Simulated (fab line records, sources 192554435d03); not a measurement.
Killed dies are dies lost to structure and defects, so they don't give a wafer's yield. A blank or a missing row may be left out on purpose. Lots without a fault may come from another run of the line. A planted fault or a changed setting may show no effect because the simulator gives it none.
Split-lot experiment | flow n5_finfet | 7 lots, 39 wafers read, on a route of 1938 steps

THE SPLIT
At N5_SDB_ALD_29 (deposits SiNx, target thk 30 nm, pulse time 1 s, ald cycles 600), the setting ald_cycles was moved away from the recipe's 600 on 18 of the 39 wafers read, by -42.8% to +58.2%. The other wafers ran this setting at the recipe's value.

The reading is taken at the split's own step.

THE READING
SiNx_of_SDB_ALD_29.thk_nm (the simulator's own value, which no gauge read), in nm, at N5_SDB_ALD_29 (deposits SiNx, target thk 30 nm, pulse time 1 s, ald cycles 600). The file gives no usual value for it. The 21 wafers here that ran the recipe average 30.0 nm, standard deviation 0.14 nm.

wafer  | tool, chamber at the split | ald_cycles as run | against the recipe | SiNx_of_SDB_ALD_29.thk_nm, nm | against lot-mates on the recipe
L077.1 | ald_sin-03, 2              | 600               | recipe             | 30.2                          | -
L077.6 | ald_sin-03, 2              | 600               | recipe             | 30.2                          | -
L077.2 | ald_sin-03, 0              | 600               | recipe             | 30                            | -
L077.3 | ald_sin-03, 3              | 509               | -15.2%             | 25.4                          | -4.7
L077.5 | ald_sin-03, 3              | 509               | -15.2%             | 25.4                          | -4.7
L077.4 | ald_sin-03, 1              | 509               | -15.2%             | 25.6                          | -4.5
L081.1 | ald_sin-02, 0,3            | 600               | recipe             | 29.8                          | -
L081.4 | ald_sin-02, 0,3            | 600               | recipe             | 29.8                          | -
L081.2 | ald_sin-02, 1,1,0          | 343               | -42.8%             | 17                            | -12.9
L081.5 | ald_sin-02, 1,1,0          | 343               | -42.8%             | 17                            | -12.9
L081.6 | ald_sin-02, 1,1,0          | 343               | -42.8%             | 17                            | -12.9
L081.3 | ald_sin-02, 2              | 600               | recipe             | 30                            | -
L082.1 | ald_sin-04, 3,1            | 600               | recipe             | 29.8                          | -
L082.6 | ald_sin-04, 3,1            | 600               | recipe             | 29.8                          | -
L082.2 | ald_sin-04, 1              | 891               | +48.5%             | 44.6                          | +14.7
L082.3 | ald_sin-04, 2              | 891               | +48.5%             | 45                            | +15.1
L082.4 | ald_sin-04, 0              | 891               | +48.5%             | 44.8                          | +14.9
L082.5 | ald_sin-04, 2              | 600               | recipe             | 30.2                          | -
L083.1 | ald_sin-04, 3              | 600               | recipe             | 29.8                          | -
L083.2 | ald_sin-04, 1,3            | 367               | -38.8%             | 18                            | -12.0
L083.5 | ald_sin-04, 1,3            | 367               | -38.8%             | 18                            | -12.0
L083.3 | ald_sin-04, 2              | 600               | recipe             | 30.2                          | -
L083.4 | ald_sin-04, 0              | 367               | -38.8%             | 18.4                          | -11.6
L083.6 | ald_sin-04, 0              | 600               | recipe             | 30                            | -
L086.1 | ald_sin-03, 0,1,1          | 600               | recipe             | 30                            | -
L086.4 | ald_sin-03, 0,1,1          | 600               | recipe             | 30                            | -
L086.6 | ald_sin-03, 0,1,1          | 600               | recipe             | 30                            | -
L086.2 | ald_sin-03, 2              | 504               | -16.0%             | 25.4                          | -4.6
L086.3 | ald_sin-03, 3,0            | 504               | -16.0%             | 25                            | -5.0
L086.5 | ald_sin-03, 3,0            | 504               | -16.0%             | 25                            | -5.0
L088.2 | ald_sin-02, 2,0            | 600               | recipe             | 30                            | -
L088.3 | ald_sin-02, 2,0            | 600               | recipe             | 30                            | -
L088.5 | ald_sin-02, 1              | 600               | recipe             | 29.8                          | -
L095.1 | ald_sin-03, 1,0,2          | 949               | +58.2%             | 47.4                          | +17.4
L095.3 | ald_sin-03, 1,0,2          | 949               | +58.2%             | 47.4                          | +17.4
L095.4 | ald_sin-03, 1,0,2          | 949               | +58.2%             | 47.4                          | +17.4
L095.2 | ald_sin-03, 3,1,2          | 600               | recipe             | 30                            | -
L095.5 | ald_sin-03, 3,1,2          | 600               | recipe             | 30                            | -
L095.6 | ald_sin-03, 3,1,2          | 600               | recipe             | 30                            | -
Where a row lists several chambers, the file gives one row for several wafers and doesn't say which wafer went through which chamber.

THE FIT
A straight line over all 39 wafers: SiNx_of_SDB_ALD_29.thk_nm changes by +0.303 nm for each +1% of ald_cycles; r = +1.00; the points scatter about the line by 0.16 nm.
The same after taking each lot's own level away (the mean of its wafers on the recipe; 39 wafers): +0.303 nm for each +1%; r = +1.00; scatter 0.16 nm.
On that fit, the largest move of ald_cycles shifts the reading by 18 nm.
The lots' own levels span 29.87 to 30.13 nm, that is 2.0 times the standard deviation above.
So the lot-to-lot level changes the slope little: the two slopes agree.
Check: with one of the wafers moved furthest among these (+58.2%) left out of the fit, the line predicts +17.6 nm for it against its lot-mates. It came out at +17.4 nm against them.

OTHER SPLITS ON THESE WAFERS
These wafers also went through other splits before the reading. Each is held against what the fit with the lots' levels taken away leaves over:
other split on the same wafers          | wafers away from the commonest value | r with SiNx_of_SDB_ALD_29.thk_nm (lot level and that fit taken away)
N5_ZERO_LAYER_DEVELOP_10 develop_time_s | 12                                   | -0.31
N5_FIN_SAQP_HM_DEP_72 target_thk_a      | 9                                    | +0.18
N5_SD_EPI_N_ETCH_16 target_depth_a      | 15                                   | +0.14

THE WHOLE CHAIN: every reading that the file lists as answering this split, in the file's order
step          | what it does                                                      | reading                                                                    | change (the file's fit)                                                        | r (the file's)
N5_SDB_ALD_29 | deposits SiNx, target thk 30 nm, pulse time 1 s, ald cycles 600   | SiNx_of_SDB_ALD_29.thk_nm (the simulator's own value, which no gauge read) | +0.303 nm for each +1% of the setting                                          | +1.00
N5_SDB_CMP_30 | polishes, stops on poly-Si, t overpolish 1.54 s, target thk 30 nm | SiNx_of_SDB_ALD_29.thk_nm (the simulator's own value, which no gauge read) | not straight: 17 at the lowest setting, 29.98 at the recipe, 29 at the highest | not given

THE FILE'S OWN FIT
SiNx_of_SDB_ALD_29.thk_nm changes by +0.303 nm for each +1% of ald_cycles, r = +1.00.
